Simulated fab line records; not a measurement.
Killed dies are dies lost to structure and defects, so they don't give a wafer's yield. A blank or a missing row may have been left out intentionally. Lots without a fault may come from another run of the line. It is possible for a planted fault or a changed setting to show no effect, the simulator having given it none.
Matching of chambers    flow nand_harc    NHARC_A_CONTACT_DESCUM_13 on rie_diel-02 has 4 sister chambers
The step chemistry O2, time 3 s. 4 wafers are shown with their chamber, then 8 later ones without.

## WAFERS PAIRED WITH THEIR CHAMBERS
wafer   chamber  drypump_motor_current_A (A)
L076.2  2        5.3
L084.1  3        6.4
L084.2  1        6.2
L090.1  0        5.7

## WAFERS WITHOUT THEIR CHAMBER
wafer   drypump_motor_current_A (A)
L090.5  6.2
L090.6  5.7
L091.2  5.3
L091.5  6.3
L091.6  5.7
L096.2  5.7
L096.3  6.4
L096.6  5.3

## CHAMBER TAKEN BY EACH
wafer   from the rows above      in truth
L090.5  1                        1
L090.6  0                        0
L091.2  2                        2
L091.5  can't be placed: 1 or 3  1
L091.6  0                        0
L096.2  0                        0
L096.3  3                        3
L096.6  2                        2
Correct placement for 7 of the 8. Unplaceable from these rows: 1, with the true chamber sitting among the candidates in 1. 0 placed wrongly.
How it was worked out, from the rows above alone: a wafer's distance from a chamber is the root of the sum, over the readings, of the square of ((its reading less the chamber's mean) divided by the reading's scatter). The wafer belongs to the nearest chamber; if the next one is less than 2 further off, it can't be placed. The mean given for a chamber averages the wafers shown for that chamber. The scatter: root of mean squared gap, hidden wafer to nearest shown wafer, with one shown wafer a chamber.
